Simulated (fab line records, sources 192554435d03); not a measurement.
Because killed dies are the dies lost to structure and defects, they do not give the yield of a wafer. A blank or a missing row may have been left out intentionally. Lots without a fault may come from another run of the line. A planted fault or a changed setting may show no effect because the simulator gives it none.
fab line records	flow n5Finfet	part 1 of 2: steps 1 to 3 of 6
record lots=21	wafers=63	lastDay=18
route steps=1938 shown BEOL_M3@934
lots that met no fault: from a run of the same line without faults
startH: hours from the record's first day to the start of the lot's first wafer shown	waitH: hours elapsed since this lot's preceding step	" the same as in the row above	L1.1+2: a row that stands for several wafers	- no value, or no start given	* or withheld: withheld	< > ~ a bound
route shown NAME@n: NAME is a module with steps in the file, n the number in the route of the first one	usual: the fault-free wafers' mean and standard deviation	same: alike in all rows	chamber/n: place in a boat	sites: per-site readings	_std_site: their standard deviation	_edge_site: the outer-site mean with the inner-site mean subtracted	radiusMm: how far each site lies from the wafer's centre	mask NAME#n: copy n	behind: tool/chamber where the wafer was last shaped	hold: what put the lot on hold/how long, in hours/how the hold closed	device: which transistor (n, p or np) failed to switch	end of line: tests of these same wafers at the route's end	for a step that has no rows: nothing shown but its recipe	killed: dies that structure and defects cost at the first sort, which is not the same as the wafer's yield	map: per-die view of a wafer (x killed, . not killed, _ where there is no die)
set.NAME: the run value of the setting; set.NAME@STEP: its run value at that earlier step	model.NAME: the simulator's own value behind a step, which no gauge read
one table for each step of the route and one row for each wafer, over a sample of lots
services: the hour from which a tool's chamber was out of use, counted from the record's first day as startH (under 0 if before that day), plus the number of hours and why
## steps
# step N5_BEOL_M3_HM_DEP_02
# recipe material=TiN	targetThkA=200	tempC=25	chamberPressurePa=0.49996
# usual susceptorTempC=25.00/0.12	throttleValvePct=29.6/0.99
lot.wafer	tool	chamber	startH	waitH	susceptorTempC	throttleValvePct
L074.1	pvdSputter-02	-	146.25	2.5	25.09	30.6
L074.2	"	-	"	"	24.99	29.8
L074.6	"	-	"	"	25.00	30.8
L075.1	pvdSputter-03	-	151.24	0.8	25.03	30.9
L075.4	"	-	"	"	25.03	29.9
L075.5	"	-	"	"	24.69	29.0
L076.1	pvdSputter-01	-	154.06	1.6	24.92	28.8
L076.2	"	-	"	"	24.97	28.6
L076.4	"	-	"	"	25.00	30.2
L078.3	pvdSputter-03	-	157.60	2.3	25.11	29.8
L078.5	"	-	"	"	25.06	29.7
L078.6	"	-	"	"	24.93	30.7
L077.2	pvdSputter-02	-	164.34	0.4	25.11	29.8
L077.5	"	-	"	"	25.05	29.7
L077.6	"	-	"	"	25.28	27.8
L080.3	pvdSputter-03	-	188.32	2.2	25.08	28.7
L080.5	"	-	"	"	25.17	31.5
L080.6	"	-	"	"	25.05	28.5
L084.2	pvdSputter-02	-	199.69	0.6	24.87	27.9
L084.3	"	-	"	"	24.97	30.5
L084.6	"	-	"	"	24.90	29.7
L082.1	pvdSputter-02	-	200.53	0.0	24.94	29.6
L082.4	"	-	"	"	25.05	29.8
L082.5	"	-	"	"	25.05	29.9
L085.1	pvdSputter-01	-	204.77	1.0	25.04	30.1
L085.5	"	-	"	"	25.22	28.8
L085.6	"	-	"	"	25.04	30.3
L086.1	pvdSputter-02	-	207.54	1.2	24.96	27.6
L086.2	"	-	"	"	25.07	29.9
L086.3	"	-	"	"	25.10	29.9
L087.1	pvdSputter-01	-	212.12	0.1	24.97	30.1
L087.3	"	-	"	"	25.07	28.8
L087.5	"	-	"	"	25.18	28.9
L089.1	pvdSputter-02	-	246.00	2.4	25.26	27.6
L089.2	"	-	"	"	25.06	29.8
L089.5	"	-	"	"	24.90	30.5
L088.2	pvdSputter-02	-	246.24	1.2	25.08	29.9
L088.3	"	-	"	"	24.83	30.0
L088.5	"	-	"	"	24.85	30.5
L090.3	pvdSputter-03	-	247.37	0.6	25.04	29.7
L090.5	"	-	"	"	25.16	31.1
L090.6	"	-	"	"	25.20	29.1
L091.2	pvdSputter-01	-	252.21	0.0	25.09	30.0
L091.4	"	-	"	"	24.82	28.7
L091.5	"	-	"	"	24.99	30.0
L092.2	pvdSputter-02	-	255.30	0.0	25.09	27.7
L092.3	"	-	"	"	25.03	29.9
L092.5	"	-	"	"	25.00	30.0
L093.1	pvdSputter-02	-	258.12	0.2	24.81	29.7
L093.3	"	-	"	"	24.96	30.6
L093.6	"	-	"	"	24.83	29.6
L095.3	pvdSputter-01	-	267.59	0.2	24.87	29.9
L095.4	"	-	"	"	24.91	28.8
L095.5	"	-	"	"	24.90	29.9
L094.2	pvdSputter-02	-	267.69	0.0	24.99	29.7
L094.3	"	-	"	"	24.94	29.8
L094.5	"	-	"	"	24.85	29.6
L097.1	pvdSputter-02	-	285.68	0.1	24.96	29.7
L097.2	"	-	"	"	25.18	27.7
L097.3	"	-	"	"	25.18	30.7
L096.3	pvdSputter-01	-	289.64	0.6	25.07	28.9
L096.4	"	-	"	"	25.09	28.6
L096.5	"	-	"	"	25.01	30.1
# step N5_BEOL_M3_ETCH_74
# recipe chemistry=N2/H2	target=underlayer	targetDepthA=65	maskMaterial=CAR-EUV	timeS=5.2	ionEnergyEv=200	pressureMtorr=30	sourceW=840	biasW=150	n2FlowSccm=200	h2FlowSccm=200	ends=cleared
# usual drypumpMotorCurrentA=5.5/0.44	etchRfOnTimeS=5.13/0.088	oesProductAu=0.71/0.066	rfVppV=525/3.1	showerheadPlenumPTorr=2.59/0.1	throttleValvePct=17.80/0.24
lot.wafer	tool	chamber	startH	waitH	drypumpMotorCurrentA	etchRfOnTimeS	oesProductAu	rfHoursCounterH	rfVppV	showerheadPlenumPTorr	throttleValvePct
L074.1	rieDiel-01	3	146.79	0.0	5.4	4.98	0.77	34	524	2.59	17.74
L074.2	"	0	"	"	5.1	5.20	0.75	36	529	2.70	17.89
L074.6	"	0	"	"	5.1	5.14	0.76	-	529	2.70	17.90
L075.1	rieDiel-03	1	151.91	0.0	5.9	5.12	0.76	31	524	2.58	17.68
L075.4	"	3	"	"	4.8	5.17	0.73	-	524	2.48	17.95
L075.5	"	1	"	"	5.9	5.22	0.75	-	526	2.58	17.68
L076.1	rieDiel-01	1	154.60	0.0	6.0	5.14	0.75	23	528	2.70	17.31
L076.2	"	0	"	"	5.1	5.15	0.75	37	529	2.70	17.90
L076.4	"	2	"	"	5.6	5.11	0.59	239	524	2.51	18.09
L078.3	rieDiel-01	0	158.15	0.0	5.0	5.17	0.74	38	530	2.70	17.92
L078.5	"	0	"	"	5.1	5.13	0.75	-	527	2.70	17.90
L078.6	"	3	"	"	5.4	4.95	0.77	-	525	2.59	17.75
L077.2	rieDiel-01	3	164.89	0.0	5.4	4.98	0.76	40	525	2.59	17.75
L077.5	"	1	"	"	6.0	5.12	0.75	-	528	2.70	17.32
L077.6	"	0	"	"	5.0	5.20	0.74	-	528	2.70	17.87
L080.3	rieDiel-01	1	188.99	0.0	6.0	5.09	0.75	32	529	2.70	17.37
L080.5	"	0	"	"	5.1	5.12	0.74	-	527	2.70	17.89
L080.6	"	3	"	"	5.4	4.96	0.75	-	524	2.59	17.74
L084.2	rieDiel-01	3	200.55	0.0	5.4	4.99	0.74	51	524	2.59	17.73
L084.3	"	0	"	"	5.1	5.17	0.74	51	530	2.70	17.92
L084.6	"	1	"	"	6.0	5.17	0.72	-	527	2.70	17.33
L082.1	rieDiel-03	1	201.28	0.0	5.9	5.17	0.74	48	527	2.58	17.73
L082.4	"	3	"	"	4.8	5.15	0.72	57	521	2.48	18.01
L082.5	"	1	"	"	5.9	5.23	0.73	-	525	2.57	17.71
L085.1	rieDiel-01	1	205.64	0.0	6.0	5.23	0.72	38	530	2.70	17.36
L085.5	"	0	"	"	5.1	5.18	0.73	-	527	2.69	17.92
L085.6	"	3	"	"	5.4	5.05	0.74	-	524	2.58	17.80
L086.1	rieDiel-01	1	208.30	0.0	6.0	5.15	0.73	39	528	2.69	17.37
L086.2	"	0	"	"	5.1	5.18	0.73	54	529	2.69	17.91
L086.3	"	3	"	"	5.4	4.98	0.75	54	524	2.58	17.74
L087.1	rieDiel-01	0	212.74	0.0	5.1	5.24	0.73	57	528	2.69	17.93
L087.3	"	3	"	"	5.4	4.97	0.74	56	526	2.58	17.76
L087.5	"	1	"	"	6.0	5.17	0.73	-	528	2.69	17.34
L089.1	rieDiel-01	2	246.54	0.0	5.5	5.11	0.81	9	522	2.50	17.66
L089.2	"	0	"	"	5.1	5.19	0.72	70	529	2.69	17.92
L089.5	"	0	"	"	5.1	5.14	0.72	-	527	2.69	17.94
L088.2	rieDiel-03	3	246.81	0.0	4.7	5.19	0.70	76	522	2.47	18.03
L088.3	"	1	"	"	5.9	5.18	0.71	65	526	2.57	17.76
L088.5	"	3	"	"	4.7	5.18	0.70	-	521	2.47	18.04
L090.3	rieDiel-04	3	247.94	0.0	6.6	5.22	0.60	-	521	2.41	17.89
L090.5	"	2	"	"	5.8	5.17	0.58	-	528	2.60	18.08
L090.6	"	3	"	"	6.6	5.24	0.61	-	520	2.41	17.93
L091.2	rieDiel-03	1	253.29	0.0	5.9	5.12	0.71	68	525	2.57	17.74
L091.4	"	0	"	"	5.2	4.95	0.81	4	531	2.72	17.71
L091.5	"	2	"	"	5.4	5.09	0.69	-	527	2.67	18.15
L092.2	rieDiel-04	3	256.13	0.0	6.5	5.11	0.61	224	519	2.41	17.94
L092.3	"	2	"	"	5.8	5.18	0.57	250	526	2.60	18.05
L092.5	"	2	"	"	5.8	5.15	0.58	-	526	2.60	18.08
L093.1	rieDiel-04	3	258.66	0.0	6.5	5.13	0.60	225	519	2.41	17.92
L093.3	"	1	"	"	5.7	5.26	0.68	93	523	2.47	17.62
L093.6	"	1	"	"	5.8	5.14	0.69	-	523	2.46	17.62
L095.3	rieDiel-01	2	268.26	0.0	5.5	5.03	0.79	17	523	2.50	17.67
L095.4	"	3	"	"	5.4	4.94	0.71	76	525	2.57	17.80
L095.5	"	3	"	"	5.4	5.02	0.71	-	526	2.57	17.80
L094.2	rieDiel-03	1	268.30	0.0	5.9	5.23	0.69	72	523	2.56	17.74
L094.3	"	2	"	"	5.4	5.17	0.68	113	529	2.66	18.16
L094.5	"	3	"	"	4.8	5.22	0.69	-	522	2.47	18.04
L097.1	rieDiel-04	2	286.22	0.0	5.8	5.05	0.85	1	525	2.60	17.62
L097.2	"	0	"	"	5.8	5.11	0.79	10	526	2.60	17.62
L097.3	"	3	"	"	6.5	5.12	0.60	235	518	2.40	17.95
L096.3	rieDiel-03	1	290.32	0.0	5.9	5.21	0.69	79	525	2.56	17.77
L096.4	"	1	"	"	5.9	5.24	0.69	-	524	2.56	17.76
L096.5	"	0	"	"	5.3	5.06	0.77	-	528	2.71	17.71
# step N5_BEOL_M3_ETCH_64
# recipe chemistry=N2/H2	target=SOC	targetDepthA=750	overetchA=150	maskMaterial=SiARC	tempC=40	timeS=112.5	ionEnergyEv=200	pressureMtorr=30	sourceW=840	biasW=150	n2FlowSccm=200	h2FlowSccm=200
# usual drypumpMotorCurrentA=5.5/0.44	oesProductAu=0.65/0.058	rfVppV=525.2/2.9	showerheadPlenumPTorr=2.59/0.1	tempC=40.00/0.094	throttleValvePct=17.76/0.24
lot.wafer	tool	chamber	startH	waitH	drypumpMotorCurrentA	oesProductAu	rfHoursCounterH	rfVppV	showerheadPlenumPTorr	tempC	throttleValvePct
L074.1	rieDiel-01	3	146.84	0.0	5.4	0.69	34	525.3	2.59	40.05	17.68
L074.2	"	0	"	"	5.1	0.70	36	528.1	2.70	40.02	17.87
L074.6	"	0	"	"	5.1	0.69	-	528.9	2.70	40.03	17.85
L075.1	rieDiel-03	1	151.95	0.0	5.9	0.70	31	525.9	2.58	40.08	17.65
L075.4	"	3	"	"	4.8	0.68	-	522.8	2.48	39.89	17.92
L075.5	"	1	"	"	5.9	0.70	-	524.5	2.58	39.99	17.65
L076.1	rieDiel-01	1	154.65	0.0	6.0	0.69	23	528.8	2.70	40.11	17.30
L076.2	"	0	"	"	5.1	0.69	37	528.3	2.70	39.98	17.84
L076.4	"	2	"	"	5.6	0.55	239	523.5	2.51	39.87	18.04
L078.3	rieDiel-01	0	158.19	0.0	5.1	0.70	38	529.1	2.70	39.92	17.85
L078.5	"	0	"	"	5.1	0.70	-	529.4	2.70	39.90	17.85
L078.6	"	3	"	"	5.4	0.69	-	524.4	2.59	39.99	17.68
L077.2	rieDiel-01	3	164.94	0.0	5.4	0.69	40	523.9	2.59	40.00	17.67
L077.5	"	1	"	"	6.0	0.69	-	528.7	2.70	39.90	17.28
L077.6	"	0	"	"	5.1	0.70	-	527.9	2.70	40.07	17.86
L080.3	rieDiel-01	1	189.04	0.0	6.0	0.68	32	528.9	2.70	39.93	17.30
L080.5	"	0	"	"	5.1	0.69	-	529.6	2.70	40.02	17.88
L080.6	"	3	"	"	5.4	0.68	-	525.5	2.59	39.90	17.68
L084.2	rieDiel-01	3	200.60	0.0	5.4	0.68	51	525.1	2.59	40.18	17.71
L084.3	"	0	"	"	5.1	0.69	51	527.2	2.70	39.97	17.88
L084.6	"	1	"	"	6.0	0.68	-	528.9	2.70	40.06	17.32
L082.1	rieDiel-03	1	201.32	0.0	5.9	0.67	48	524.3	2.58	40.19	17.67
L082.4	"	3	"	"	4.7	0.67	57	522.5	2.48	40.04	17.97
L082.5	"	1	"	"	5.9	0.68	-	524.8	2.58	40.06	17.66
L085.1	rieDiel-01	1	205.68	0.0	6.0	0.67	38	527.8	2.70	40.09	17.32
L085.5	"	0	"	"	5.1	0.68	-	527.2	2.69	39.94	17.87
L085.6	"	3	"	"	5.4	0.67	-	525.5	2.58	39.96	17.69
L086.1	rieDiel-01	1	208.35	0.0	6.0	0.68	39	528.7	2.70	39.95	17.30
L086.2	"	0	"	"	5.0	0.67	54	526.6	2.69	39.94	17.87
L086.3	"	3	"	"	5.4	0.67	54	524.8	2.58	39.99	17.71
L087.1	rieDiel-01	0	212.78	0.0	5.1	0.67	57	527.5	2.69	40.12	17.90
L087.3	"	3	"	"	5.4	0.68	56	524.7	2.58	39.88	17.72
L087.5	"	1	"	"	6.0	0.68	-	527.6	2.69	40.06	17.33
L089.1	rieDiel-01	2	246.59	0.0	5.6	0.74	9	523.3	2.50	40.11	17.63
L089.2	"	0	"	"	5.1	0.66	70	527.8	2.69	39.99	17.90
L089.5	"	0	"	"	5.1	0.66	-	527.8	2.69	40.18	17.92
L088.2	rieDiel-03	3	246.86	0.0	4.7	0.65	76	521.7	2.47	40.11	17.97
L088.3	"	1	"	"	5.9	0.66	65	525.6	2.57	40.13	17.70
L088.5	"	3	"	"	4.7	0.65	-	523.5	2.47	39.99	17.99
L090.3	rieDiel-04	3	248.05	0.1	6.5	0.56	-	518.6	2.41	40.08	17.88
L090.5	"	2	"	"	5.8	0.54	-	523.8	2.60	39.99	18.01
L090.6	"	3	"	"	6.5	0.57	-	520.4	2.41	39.99	17.89
L091.2	rieDiel-03	1	253.33	0.0	5.9	0.66	68	523.4	2.57	40.07	17.73
L091.4	"	0	"	"	5.2	0.73	4	527.8	2.72	39.91	17.65
L091.5	"	2	"	"	5.4	0.63	-	527.9	2.67	40.15	18.09
L092.2	rieDiel-04	3	256.18	0.0	6.5	0.56	224	521.1	2.41	39.90	17.89
L092.3	"	2	"	"	5.8	0.54	250	526.6	2.60	40.13	18.04
L092.5	"	2	"	"	5.8	0.54	-	524.6	2.60	40.16	18.04
L093.1	rieDiel-04	3	258.71	0.0	6.5	0.56	225	518.8	2.41	39.99	17.90
L093.3	"	1	"	"	5.7	0.64	93	522.2	2.46	39.86	17.58
L093.6	"	1	"	"	5.7	0.64	-	522.9	2.46	39.93	17.60
L095.3	rieDiel-01	2	268.30	0.0	5.5	0.73	17	523.3	2.50	40.02	17.66
L095.4	"	3	"	"	5.4	0.65	76	526.1	2.57	39.96	17.75
L095.5	"	3	"	"	5.4	0.65	-	525.2	2.57	39.92	17.76
L094.2	rieDiel-03	1	268.35	0.0	5.9	0.67	72	523.9	2.57	40.11	17.71
L094.3	"	2	"	"	5.4	0.63	113	528.4	2.66	40.07	18.12
L094.5	"	3	"	"	4.8	0.65	-	521.6	2.47	40.14	18.00
L097.1	rieDiel-04	2	286.27	0.0	5.8	0.77	2	526.1	2.60	39.95	17.56
L097.2	"	0	"	"	5.8	0.74	10	523.7	2.60	40.00	17.56
L097.3	"	3	"	"	6.5	0.56	235	519.3	2.40	39.98	17.93
L096.3	rieDiel-03	1	290.36	0.0	5.9	0.65	79	523.2	2.56	39.87	17.72
L096.4	"	1	"	"	5.9	0.65	-	525.0	2.56	39.98	17.72
L096.5	"	0	"	"	5.2	0.70	-	528.7	2.71	40.16	17.68
